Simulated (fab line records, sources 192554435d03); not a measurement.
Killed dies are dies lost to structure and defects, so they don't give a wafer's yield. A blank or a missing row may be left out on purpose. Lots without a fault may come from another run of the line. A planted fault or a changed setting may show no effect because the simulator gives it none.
fab line records | flow n5_finfet
record lots=24 wafers=72 last_day=19
route steps=1938 shown BEOL_M1@751
lots that met no fault: from a run of the same line without faults
start_h: hours from the record's first day to the start of the lot's first wafer shown | wait_h: hours since the lot's step before | " the same as in the row above | L1.1+2: a row that stands for several wafers | - no value, or no start given | * or withheld: withheld | < > ~ a bound
route shown NAME@n: a module of which the file shows steps, and the number in the route of the first | usual: mean/standard deviation of fault-free wafers | same: alike in all rows | chamber/n: place in a boat | sites: the reading at each site | _std_site: their standard deviation | _edge_site: outer sites' mean less inner sites' | radius_mm: how far each site lies from the wafer's centre | mask NAME#n: copy n | behind: the tool/chamber that last shaped the wafer | hold: why the lot was held/for how many hours/how that ended | device: the transistor (n, p or np) that didn't switch | end of line: the same wafers' tests at the end of the route | a step without rows: its recipe alone | killed: dies lost to structure and defects at the first sort, not the wafer's yield | map: a wafer's dies, x killed, . not, _ none there
set.NAME: the setting as run; set.NAME@STEP: as run at that earlier step | model.NAME: the simulator's own value behind a step, which no gauge read
steps of the route over a sample of lots; a table a step, a row a wafer
services: from which hour (start_h, from the record's first day; less than 0 if before it) a tool's chamber was out of use, for how many hours, and why
## steps
# step N5_BEOL_M1_ILD_DEP_00
# recipe material=SiOC target_thk_a=790 temp_c=350 precursor=DEMS/O2 pressure_torr=5 rf_w=500 time_s=15.3
# usual heater_power_w=520/110 showerhead_plenum_p_Torr=5.695/0.018 throttle_valve_pct=11.7/0.6
# columns lot.wafer tool chamber start_h wait_h heater_power_w showerhead_plenum_p_Torr since_wet_clean_h throttle_valve_pct
L074.1 pecvd-04 1 124.70 0.0 434 5.684 1735 12.7
L074.3 " 2 " " 473 5.703 256 11.1
L074.5 " 1 " " 417 5.692 - 12.8
L075.1 pecvd-04 2 129.72 0.0 407 5.714 261 11.0
L075.4 " 2 " " 424 5.713 - 11.3
L075.6 " 0 " " 455 5.696 - 11.1
L076.2 pecvd-01 2 133.12 0.0 704 5.698 83 11.2
L076.3 " 0 " " 489 5.712 837 11.2
L076.6 " 0 " " 504 5.718 - 11.0
L077.2 pecvd-01 1 133.96 0.0 383 5.706 1563 12.2
L077.3 " 2 " " 686 5.679 84 11.3
L077.4 " 0 " " 533 5.714 - 11.1
L078.1 pecvd-01 1 146.21 0.0 365 5.722 1575 12.0
L078.3 " 2 " " 684 5.683 96 11.3
L078.6 " 2 " " 690 5.686 - 11.0
L080.1 pecvd-01 2 155.70 0.0 720 5.705 106 11.2
L080.3 " 2 " " 717 5.679 - 11.3
L080.4 " 1 " " 390 5.710 - 12.2
L079.2 pecvd-02 2 157.83 0.0 702 5.681 2130 13.1
L079.3 " 0 " " 499 5.670 680 11.1
L079.5 " 0 " " 504 5.677 - 11.1
L081.1 pecvd-02 0 162.33 0.0 480 5.666 685 10.8
L081.4 " 1 " " 397 5.696 - 12.1
L081.6 " 0 " " 494 5.670 - 11.2
L082.1 pecvd-04 2 168.34 0.0 487 5.718 299 11.0
L082.3 " 0 " " 525 5.697 409 10.9
L082.6 " 2 " " 477 5.729 - 11.2
L083.1 pecvd-01 1 176.82 0.0 430 5.726 1606 12.0
L083.2 " 2 " " 639 5.667 127 11.3
L083.3 " 2 " " 638 5.693 - 11.5
L084.3 pecvd-02 2 178.05 0.0 711 5.676 2151 13.0
L084.4 " 1 " " 451 5.702 - 11.8
L084.6 " 0 " " 502 5.675 - 11.0
L085.3 pecvd-04 2 190.52 0.1 462 5.719 - 11.2
L085.5 " 2 " " 465 5.719 - 11.5
L085.6 " 1 " " 441 5.683 - 12.9
L086.1 pecvd-01 0 195.97 0.0 494 5.717 900 11.3
L086.4 " 0 " " 496 5.709 - 11.3
L086.5 " 2 " " 705 5.687 - 11.0
L087.1 pecvd-02 2 196.67 0.0 664 5.675 2169 13.0
L087.4 " 1 " " 394 5.700 - 11.9
L087.5 " 2 " " 685 5.674 - 13.0
L089.2 pecvd-02 0 217.04 0.0 588 5.667 740 11.2
L089.3 " 1 " " 450 5.684 - 12.2
L089.5 " 1 " " 458 5.698 - 12.4
L088.3 pecvd-02 0 217.42 0.1 519 5.666 - 11.3
L088.5 " 0 " " 519 5.672 - 11.3
L088.6 " 1 " " 388 5.709 - 12.4
L090.1 pecvd-02 0 217.67 0.0 585 5.661 740 11.1
L090.3 " 1 " " 496 5.692 - 11.9
L090.6 " 0 " " 567 5.681 - 10.8
L091.1 pecvd-01 1 223.71 0.0 366 5.713 1653 12.1
L091.4 " 2 " " 683 5.689 - 11.3
L091.6 " 2 " " 695 5.688 - 11.4
L092.2 pecvd-02 1 232.21 0.0 441 5.713 1480 12.1
L092.3 " 0 " " 530 5.681 - 11.3
L092.6 " 0 " " 539 5.666 - 11.2
L093.1 pecvd-01 1 233.86 0.0 372 5.718 1663 12.1
L093.3 " 0 " " 503 5.721 938 11.5
L093.5 " 2 " " 699 5.679 - 11.5
L094.3 pecvd-02 0 241.15 0.1 548 5.662 - 11.1
L094.5 " 1 " " 408 5.707 - 12.2
L094.6 " 0 " " 577 5.671 - 10.9
L095.2 pecvd-02 2 250.09 0.0 705 5.669 9 11.6
L095.4 " 2 " " 735 5.674 - 11.9
L095.5 " 1 " " 419 5.698 - 11.9
L096.3 pecvd-01 0 252.27 0.0 569 5.720 956 11.3
L096.4 " 1 " " 404 5.691 - 12.3
L096.5 " 0 " " 561 5.712 - 11.3
L097.1 pecvd-01 1 258.94 0.0 415 5.710 1688 12.0
L097.3 " 2 " " 727 5.691 209 11.3
L097.4 " 0 " " 516 5.710 - 11.0
# step N5_BEOL_M1_CD_MEAS_11
# recipe target_cd_nm=17.05 landing_energy_ev=500 detector=se_inlens polarity=opening
# usual cd_nm=17.08/0.23
# columns lot.wafer tool chamber start_h wait_h cd_nm
L074.1 cd_sem-01 0 126.48 - 16.97
L074.3 " 0 " " 16.79
L074.5 " 0 " " 16.92
L075.1 cd_sem-01 0 131.24 - 16.57
L075.4 " 0 " " 16.60
L075.6 " 0 " " 17.41
L076.2 cd_sem-01 0 134.72 - 17.12
L076.3 " 0 " " 16.93
L076.6 " 0 " " 16.70
L077.2 cd_sem-01 0 135.20 - 17.48
L077.3 " 0 " " 17.24
L077.4 " 0 " " 17.32
L078.1 cd_sem-03 0 148.37 - 17.26
L078.3 " 0 " " 17.26
L078.6 " 0 " " 17.22
L080.1 cd_sem-02 0 158.06 - 16.94
L080.3 " 0 " " 17.14
L080.4 " 0 " " 16.82
L079.2 cd_sem-01 0 158.54 - 17.01
L079.3 " 0 " " 17.31
L079.5 " 0 " " 17.43
L081.1 cd_sem-01 0 165.16 - 17.12
L081.4 " 0 " " 16.84
L081.6 " 0 " " 17.03
L082.1 cd_sem-03 0 169.02 - 16.97
L082.3 " 0 " " 17.24
L082.6 " 0 " " 16.55
L083.1 cd_sem-01 0 178.01 - 17.40
L083.2 " 0 " " 17.22
L083.3 " 0 " " 17.04
L084.3 cd_sem-01 0 180.18 - 17.28
L084.4 " 0 " " 16.94
L084.6 " 0 " " 17.20
L085.3 cd_sem-03 0 192.73 - 16.99
L085.5 " 0 " " 16.73
L085.6 " 0 " " 16.88
L086.1 cd_sem-02 0 198.82 - 16.78
L086.4 " 0 " " 17.21
L086.5 " 0 " " 17.31
L087.1 cd_sem-03 0 199.13 - 17.13
L087.4 " 0 " " 17.31
L087.5 " 0 " " 17.30
L089.2 cd_sem-01 0 219.99 - 16.87
L089.3 " 0 " " 17.11
L089.5 " 0 " " 17.54
L088.3 cd_sem-02 0 220.21 - 17.08
L088.5 " 0 " " 17.10
L088.6 " 0 " " 16.73
L090.1 cd_sem-01 0 220.41 - 17.02
L090.3 " 0 " " 16.93
L090.6 " 0 " " 17.45
L091.1 cd_sem-02 0 224.36 - 17.12
L091.4 " 0 " " 16.79
L091.6 " 0 " " 17.01
L092.2 cd_sem-03 0 234.73 - 17.25
L092.3 " 0 " " 17.15
L092.6 " 0 " " 16.98
L093.1 cd_sem-03 0 235.39 - 16.99
L093.3 " 0 " " 16.97
L093.5 " 0 " " 16.74
L094.3 cd_sem-02 0 243.69 - 17.17
L094.5 " 0 " " 16.72
L094.6 " 0 " " 16.85
L095.2 cd_sem-01 0 252.12 - 17.15
L095.4 " 0 " " 17.10
L095.5 " 0 " " 17.57
L096.3 cd_sem-02 0 253.15 - 17.10
L096.4 " 0 " " 17.01
L096.5 " 0 " " 17.04
L097.1 cd_sem-02 0 260.53 - 17.21
L097.3 " 0 " " 17.16
L097.4 " 0 " " 16.98
# step N5_BEOL_M1_INSPECT_13
# recipe mode=adi inspect_instrument=brightfield
# usual raw_defect_count=447/120
# columns lot.wafer tool chamber start_h wait_h raw_defect_count
L074.1 defect_inspect-02 - 126.57 0.1 323
L074.3 " - " " 357
L074.5 " - " " 347
L075.1 defect_inspect-02 - 131.33 0.1 432
L075.4 " - " " 474
L075.6 " - " " 411
L076.2 defect_inspect-02 - 134.81 0.0 371
L076.3 " - " " 336
L076.6 " - " " 399
L077.2 defect_inspect-02 - 135.31 0.1 463
L077.3 " - " " 318
L077.4 " - " " 310
L078.1 defect_inspect-02 - 148.46 0.1 265
L078.3 " - " " 402
L078.6 " - " " 330
L080.1 defect_inspect-02 - 158.15 0.1 584
L080.3 " - " " 695
L080.4 " - " " 524
L079.2 defect_inspect-01 - 158.63 0.0 279
L079.3 " - " " 380
L079.5 " - " " 318
L081.1 defect_inspect-01 - 165.25 0.1 446
L081.4 " - " " 336
L081.6 " - " " 321
L082.1 defect_inspect-01 - 169.10 0.1 605
L082.3 " - " " 327
L082.6 " - " " 529
L083.1 defect_inspect-01 - 178.10 0.1 564
L083.2 " - " " 501
L083.3 " - " " 555
L084.3 defect_inspect-01 - 180.27 0.0 384
L084.4 " - " " 288
L084.6 " - " " 346
L085.3 defect_inspect-02 - 192.82 0.0 401
L085.5 " - " " 503
L085.6 " - " " 477
L086.1 defect_inspect-02 - 198.91 0.1 536
L086.4 " - " " 510
L086.5 " - " " 473
L087.1 defect_inspect-02 - 199.22 0.1 653
L087.4 " - " " 797
L087.5 " - " " 661
L089.2 defect_inspect-02 - 220.08 0.0 342
L089.3 " - " " 398
L089.5 " - " " 329
L088.3 defect_inspect-02 - 220.30 0.0 687
L088.5 " - " " 608
L088.6 " - " " 429
L090.1 defect_inspect-02 - 220.50 0.1 467
L090.3 " - " " 674
L090.6 " - " " 446
L091.1 defect_inspect-02 - 224.45 0.1 518
L091.4 " - " " 444
L091.6 " - " " 470
L092.2 defect_inspect-02 - 234.81 0.0 517
L092.3 " - " " 693
L092.6 " - " " 515
L093.1 defect_inspect-01 - 235.48 0.1 369
L093.3 " - " " 425
L093.5 " - " " 384
L094.3 defect_inspect-02 - 243.78 0.0 502
L094.5 " - " " 529
L094.6 " - " " 578
L095.2 defect_inspect-01 - 252.21 0.0 608
L095.4 " - " " 471
L095.5 " - " " 456
L096.3 defect_inspect-01 - 253.24 0.0 491
L096.4 " - " " 389
L096.5 " - " " 342
L097.1 defect_inspect-02 - 260.62 0.1 388
L097.3 " - " " 386
L097.4 " - " " 436
# step N5_BEOL_M1_DESCUM_33
# recipe chemistry=O2 time_s=7 source_power_w=50 bias_power_w=20 pressure_mtorr=20 rf_frequency_hz=2.712e+07 temp_c=40 resist=CAR-EUV o2_flow_sccm=225
# usual drypump_motor_current_A=5.9/0.34 oes_product_au=0.80/0.1 rf_vpp_V=243.7/1.3 showerhead_plenum_p_Torr=2.13/0.067 throttle_valve_pct=20.49/0.2
# columns lot.wafer tool chamber start_h wait_h drypump_motor_current_A oes_product_au rf_hours_counter_h rf_vpp_V showerhead_plenum_p_Torr throttle_valve_pct
L074.1 rie_diel-01 3 127.50 0.1 5.8 0.88 39 243.8 2.12 20.36
L074.3 " 1 " " 5.8 0.71 233 243.4 2.17 20.96
L074.5 " 2 " " 5.8 0.71 - 241.8 1.97 20.64
L075.1 rie_diel-02 1 132.59 0.0 5.7 0.66 248 244.9 2.13 20.36
L075.4 " 2 " " 6.1 0.70 200 242.8 2.07 20.29
L075.6 " 3 " " 6.2 0.95 - 246.4 2.24 20.37
L076.2 rie_diel-05 1 135.75 0.0 6.0 0.77 124 242.6 2.09 20.37
L076.3 " 3 " " 5.8 0.70 221 242.6 2.16 20.65
L076.6 " 3 " " 5.8 0.70 - 244.4 2.16 20.66
L077.2 rie_diel-02 3 136.34 0.0 6.3 0.94 13 246.4 2.24 20.37
L077.3 " 1 " " 5.7 0.67 249 243.6 2.13 20.37
L077.4 " 2 " " 6.2 0.70 201 242.8 2.07 20.28
L078.1 rie_diel-05 0 149.49 0.0 6.1 0.71 205 243.6 2.16 20.49
L078.3 " 3 " " 5.8 0.70 225 245.0 2.16 20.66
L078.6 " 2 " " 5.0 0.75 - 241.4 2.01 20.34
L080.1 rie_diel-02 3 159.40 0.0 6.3 0.93 18 244.9 2.24 20.39
L080.3 " 2 " " 6.2 0.69 206 243.0 2.07 20.29
L080.4 " 1 " " 5.7 0.96 2 243.1 2.13 20.08
L079.2 rie_diel-01 2 159.65 0.0 5.8 0.71 247 243.1 1.97 20.66
L079.3 " 0 " " 6.3 0.88 43 244.7 2.12 20.51
L079.5 " 3 " " 5.8 0.88 - 242.7 2.12 20.37
L081.1 rie_diel-01 0 166.16 0.0 6.3 0.87 45 242.4 2.11 20.51
L081.4 " 3 " " 5.8 0.87 49 243.5 2.12 20.36
L081.6 " 0 " " 6.3 0.86 - 243.9 2.12 20.52
L082.1 rie_diel-01 3 170.01 0.0 5.8 0.86 50 244.2 2.12 20.39
L082.3 " 1 " " 5.8 0.70 245 244.0 2.16 20.96
L082.6 " 1 " " 5.8 0.70 - 244.4 2.16 20.97
L083.1 rie_diel-02 3 179.44 0.0 6.3 0.92 25 244.6 2.24 20.39
L083.2 " 0 " " 5.5 0.76 162 245.0 2.17 20.84
L083.3 " 1 " " 5.7 0.95 9 243.4 2.12 20.09
L084.3 rie_diel-01 3 181.57 0.0 5.8 0.85 55 244.6 2.11 20.37
L084.4 " 3 " " 5.8 0.85 - 244.5 2.11 20.38
L084.6 " 1 " " 5.8 0.69 - 246.0 2.16 20.99
L085.3 rie_diel-05 2 193.88 0.0 5.0 0.74 176 241.6 2.00 20.35
L085.5 " 0 " " 6.1 0.68 - 245.4 2.15 20.53
L085.6 " 3 " " 5.7 0.68 - 244.1 2.15 20.69
L086.1 rie_diel-01 0 200.66 0.0 6.3 0.84 61 243.9 2.11 20.54
L086.4 " 0 " " 6.3 0.85 - 243.4 2.11 20.53
L086.5 " 2 " " 5.8 1.01 - 244.3 2.23 20.25
L087.1 rie_diel-05 1 201.22 0.0 6.0 0.75 139 243.4 2.08 20.38
L087.4 " 2 " " 5.1 0.73 177 241.9 2.00 20.35
L087.5 " 1 " " 6.0 0.75 - 243.2 2.08 20.39
L089.2 rie_diel-01 2 221.26 0.2 5.8 0.98 13 245.4 2.23 20.25
L089.3 " 0 " " 6.3 0.84 68 243.0 2.11 20.56
L089.5 " 2 " " 5.9 0.97 - 244.1 2.23 20.26
L088.3 rie_diel-01 2 221.37 0.2 5.9 0.98 13 245.0 2.22 20.25
L088.5 " 2 " " 5.8 0.98 - 244.9 2.23 20.27
L088.6 " 1 " " 5.8 0.98 - 244.8 2.16 20.51
L090.1 rie_diel-01 2 221.57 0.0 5.8 0.98 13 245.7 2.22 20.25
L090.3 " 3 " " 5.8 0.84 70 244.3 2.11 20.40
L090.6 " 3 " " 5.8 0.83 - 243.4 2.11 20.41
L091.1 rie_diel-05 0 225.35 0.0 6.1 0.67 226 244.1 2.15 20.51
L091.4 " 3 " " 5.8 0.68 247 244.5 2.15 20.70
L091.6 " 2 " " 5.0 0.73 - 241.5 2.00 20.37
L092.2 rie_diel-01 3 235.93 0.0 5.8 0.83 74 244.3 2.11 20.41
L092.3 " 0 " " 6.3 0.82 73 243.5 2.10 20.57
L092.6 " 1 " " 5.8 0.95 - 243.6 2.16 20.52
L093.1 rie_diel-02 0 236.67 0.0 5.5 0.74 182 245.0 2.16 20.88
L093.3 " 2 " " 6.2 0.68 229 242.7 2.06 20.31
L093.5 " 1 " " 5.7 0.91 - 242.8 2.12 20.11
L094.3 rie_diel-05 0 244.77 0.0 6.1 0.69 230 244.5 2.15 20.54
L094.5 " 0 " " 6.1 0.69 - 245.0 2.15 20.52
L094.6 " 2 " " 5.0 0.73 - 239.5 2.00 20.38
L095.2 rie_diel-01 1 253.31 0.0 5.8 0.92 10 244.0 2.16 20.51
L095.4 " 1 " " 5.8 0.93 - 243.7 2.16 20.52
L095.5 " 0 " " 6.3 0.81 - 244.1 2.10 20.56
L096.3 rie_diel-05 0 254.17 0.0 6.1 0.68 233 243.6 2.15 20.54
L096.4 " 2 " " 5.0 0.73 - 241.6 2.00 20.37
L096.5 " 0 " " 6.1 0.69 - 244.1 2.15 20.52
L097.1 rie_diel-05 2 261.52 0.0 5.0 0.73 198 242.6 2.00 20.39
L097.3 " 1 " " 6.0 0.74 161 243.7 2.08 20.41
L097.4 " 0 " " 6.1 0.69 - 244.0 2.15 20.54
# step N5_BEOL_M1_OCD_MEAS_38
# usual trench_depth_nm=55.1/0.99
# columns lot.wafer tool chamber start_h wait_h trench_depth_nm
L074.1 ocd-01 - 130.66 - 54.3
L074.3 " - " " 53.7
L074.5 " - " " 54.3
L075.1 ocd-01 - 134.41 - 54.7
L075.4 " - " " 56.3
L075.6 " - " " 57.2
L076.2 ocd-02 - 138.53 - 55.1
L076.3 " - " " 54.6
L076.6 " - " " 56.3
L077.2 ocd-01 - 138.64 - 55.1
L077.3 " - " " 53.3
L077.4 " - " " 53.9
L078.1 ocd-01 - 153.52 - 55.0
L078.3 " - " " 55.0
L078.6 " - " " 55.6
L080.1 ocd-01 - 161.72 - 53.7
L080.3 " - " " 55.7
L080.4 " - " " 55.6
L079.2 ocd-02 - 166.49 - 55.3
L079.3 " - " " 55.9
L079.5 " - " " 54.1
L081.1 ocd-01 - 167.86 - 55.2
L081.4 " - " " 56.1
L081.6 " - " " 57.0
L082.1 ocd-02 - 171.81 - 54.0
L082.3 " - " " 54.8
L082.6 " - " " 54.7
L083.1 ocd-02 - 198.39 - 55.4
L083.2 " - " " 56.5
L083.3 " - " " 54.6
L084.3 ocd-01 - 198.43 - 56.1
L084.4 " - " " 56.4
L084.6 " - " " 55.6
L085.3 ocd-01 - 206.60 - 53.9
L085.5 " - " " 53.9
L085.6 " - " " 53.7
L086.1 ocd-02 - 220.46 - 55.4
L086.4 " - " " 55.5
L086.5 " - " " 55.9
L087.1 ocd-01 - 223.39 - 56.6
L087.4 " - " " 54.9
L087.5 " - " " 55.4
L089.2 ocd-02 - 224.07 - 54.4
L089.3 " - " " 54.5
L089.5 " - " " 54.6
L088.3 ocd-02 - 224.15 - 54.9
L088.5 " - " " 53.9
L088.6 " - " " 55.4
L090.1 ocd-01 - 224.26 - 56.7
L090.3 " - " " 54.5
L090.6 " - " " 54.6
L091.1 ocd-02 - 227.98 - 55.4
L091.4 " - " " 55.3
L091.6 " - " " 55.4
L092.2 ocd-02 - 238.21 - 54.9
L092.3 " - " " 56.8
L092.6 " - " " 55.5
L093.1 ocd-02 - 239.06 - 56.1
L093.3 " - " " 53.9
L093.5 " - " " 54.8
L094.3 ocd-01 - 254.89 - 57.2
L094.5 " - " " 55.3
L094.6 " - " " 55.1
L095.2 ocd-01 - 256.60 - 55.9
L095.4 " - " " 54.6
L095.5 " - " " 55.9
L096.3 ocd-01 - 259.91 - 55.6
L096.4 " - " " 54.5
L096.5 " - " " 54.0
L097.1 ocd-02 - 263.51 - 56.0
L097.3 " - " " 53.8
L097.4 " - " " 54.7
# step N5_BEOL_M1_DEGAS_44
# recipe ambient=vacuum temp_c=250 time_s=60
# usual heater_power_w=339/22
# columns lot.wafer tool chamber start_h wait_h heater_power_w
L074.1 pvd_sputter-03 - 131.05 0.2 361
L074.3 " - " " 319
L074.5 " - " " 322
L075.1 pvd_sputter-03 - 134.84 0.3 315
L075.4 " - " " 375
L075.6 " - " " 321
L076.2 pvd_sputter-03 - 139.26 0.6 363
L076.3 " - " " 320
L076.6 " - " " 320
L077.2 pvd_sputter-02 - 139.44 0.6 334
L077.3 " - " " 373
L077.4 " - " " 337
L078.1 pvd_sputter-02 - 153.74 0.1 339
L078.3 " - " " 377
L078.6 " - " " 373
L080.1 pvd_sputter-02 - 161.98 0.1 379
L080.3 " - " " 307
L080.4 " - " " 336
L079.2 pvd_sputter-01 - 167.44 0.8 318
L079.3 " - " " 323
L079.5 " - " " 326
L081.1 pvd_sputter-02 - 168.24 0.2 328
L081.4 " - " " 342
L081.6 " - " " 338
L082.1 pvd_sputter-02 - 172.08 0.1 332
L082.3 " - " " 317
L082.6 " - " " 329
L083.1 pvd_sputter-03 - 198.87 0.3 371
L083.2 " - " " 366
L083.3 " - " " 322
L084.3 pvd_sputter-02 - 198.92 0.3 346
L084.4 " - " " 330
L084.6 " - " " 310
L085.3 pvd_sputter-01 - 207.16 0.4 316
L085.5 " - " " 321
L085.6 " - " " 326
L086.1 pvd_sputter-02 - 221.32 0.7 310
L086.4 " - " " 374
L086.5 " - " " 336
L087.1 pvd_sputter-01 - 223.94 0.4 339
L087.4 " - " " 327
L087.5 " - " " 323
L089.2 pvd_sputter-03 - 224.41 0.2 377
L089.3 " - " " 324
L089.5 " - " " 312
L088.3 pvd_sputter-03 - 224.49 0.2 366
L088.5 " - " " 373
L088.6 " - " " 320
L090.1 pvd_sputter-03 - 224.57 0.2 366
L090.3 " - " " 315
L090.6 " - " " 319
L091.1 pvd_sputter-02 - 228.36 0.2 304
L091.4 " - " " 377
L091.6 " - " " 367
L092.2 pvd_sputter-02 - 238.46 0.1 379
L092.3 " - " " 334
L092.6 " - " " 337
L093.1 pvd_sputter-01 - 240.07 0.9 344
L093.3 " - " " 327
L093.5 " - " " 335
L094.3 pvd_sputter-02 - 255.68 0.6 330
L094.5 " - " " 307
L094.6 " - " " 338
L095.2 pvd_sputter-01 - 257.18 0.4 318
L095.4 " - " " 345
L095.5 " - " " 338
L096.3 pvd_sputter-02 - 260.44 0.4 338
L096.4 " - " " 328
L096.5 " - " " 326
L097.1 pvd_sputter-02 - 263.88 0.2 324
L097.3 " - " " 374
L097.4 " - " " 313
## services
# columns tool chamber start_h hours kind
pecvd-02 - 108.77 0.9 repair
rie_diel-05 1 109.28 4.8 repair
pvd_sputter-02 - 139.65 3.9 repair
rie_diel-05 1 140.73 9.1 repair
pecvd-01 - 142.64 2.8 pm
pvd_sputter-03 - 144.16 23.3 repair
rie_diel-01 3 144.44 4.0 repair
pecvd-01 0 152.59 28.6 repair
rie_diel-01 2 168.39 - clean
rie_diel-01 2 168.39 - consumable_replace:focus_ring
rie_diel-01 2 168.39 - consumable_replace:showerhead
rie_diel-01 2 168.39 21.4 scheduled_down
rie_diel-01 2 168.39 21.4 vent_cycle
rie_diel-02 2 177.07 8.7 repair
pvd_sputter-02 - 183.42 2.3 repair
pecvd-04 0 185.76 4.8 repair
pecvd-01 - 188.11 1.8 repair
pecvd-02 0 192.78 19.7 repair
rie_diel-02 1 203.82 16.6 repair
rie_diel-01 3 205.00 4.9 repair
pecvd-01 0 206.51 20.5 repair
pecvd-04 - 224.36 1.5 repair
rie_diel-05 0 227.75 9.5 repair
rie_diel-01 3 252.29 4.1 repair
## key
fault none
